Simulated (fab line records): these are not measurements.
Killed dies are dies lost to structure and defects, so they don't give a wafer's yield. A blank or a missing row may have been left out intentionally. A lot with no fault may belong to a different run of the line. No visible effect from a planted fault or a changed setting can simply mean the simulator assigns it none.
The same fault as seen by 2 desks -- flow n5Finfet -- what lay behind the numbers comes last; until then each desk has only its own

== THE METROLOGY DESK ==
What the gauges read, lot by lot, whatever tool the lot ran on: means of the sampled wafers that have a number. If a lot's mean is further than 4 standard deviations from the usual mean, the lot is out of limits and carries the mark OUT (the distance appears in the brackets).
Columns: A = cdNm at N5_BEOL_M5_CD_MEAS_11, usual 27.99 nm
lot,first seen here,A
L578,day 8 17:44,28.03
L577,day 8 21:05,28.09
L579,day 9 00:55,28.06
L581,day 9 16:36,27.72
L583,day 10 05:08,28.23
L586,day 11 00:32,27.52
L585,day 11 07:04,27.63
L587,day 11 09:06,28.10
L589,day 11 12:16,28.12
L591,day 12 04:28,27.93
L592,day 12 04:31,28.33
L594,day 12 15:26,28.03
L598,day 14 05:53,27.95
Finding of this desk: none of the 13 lots has anything out of limits.

== AT THE TOOL OWNER'S DESK: lithoTrack-05 ==
The tool's own readings at N5_BEOL_M5_COAT_60 (time 60 s, resist thk 12 nm): means of the sampled wafers that have a number, for each lot that ran on this tool. If a lot's mean is further than 4 standard deviations from the usual mean, the lot is out of limits and carries the mark OUT (the distance appears in the brackets).
Columns: A = runLengthS at N5_BEOL_M5_COAT_60, usual 66.03 s; B = spinSpeedRpm at N5_BEOL_M5_COAT_60, usual 1500.0 rpm
lot,first seen here,A,B
L578,day 8 17:28,66.06,1499.4
L577,day 8 20:49,66.08,1499.4
L581,day 9 16:20,66.03,1500.1
L583,day 10 04:52,66.05,1499.7
L586,day 11 00:07,66.04,1500.0
L585,day 11 06:40,65.99,1499.7
L587,day 11 08:41,66.03,1500.2
L589,day 11 12:01,73.04 (+54) OUT,1500.9
L591,day 12 04:05,75.34 (+72) OUT,1500.8
L594,day 12 15:03,73.01 (+54) OUT,1501.0
This desk's finding: out of limits on L589, L591, L594; first on L589, day 11 12:01 (runLengthS at N5_BEOL_M5_COAT_60). Within limits: L578, L577, L581, L583, L586, L585, L587.

== ALL TOGETHER ==
On L589, L591, L594, at day 11 12:01, an alarm was possible from the tool owner's desk.
Nothing out of limits was seen by the metrology desk.
The metrology desk holds a record of L589, L591, L594, inside its limits.
N5_BEOL_M5_COAT_60 was run on lithoTrack-05 by each of the lots named.

== WHAT THE SIMULATOR HAD PUT IN ==
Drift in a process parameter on lithoTrack-05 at N5_BEOL_M5_COAT_60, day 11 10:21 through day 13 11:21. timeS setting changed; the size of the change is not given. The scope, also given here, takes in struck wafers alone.
Lots struck among those shown: L589, L591, L594.
Time in hours from fault onset to the first out-of-limits reading at each desk: the tool owner's desk, 2.
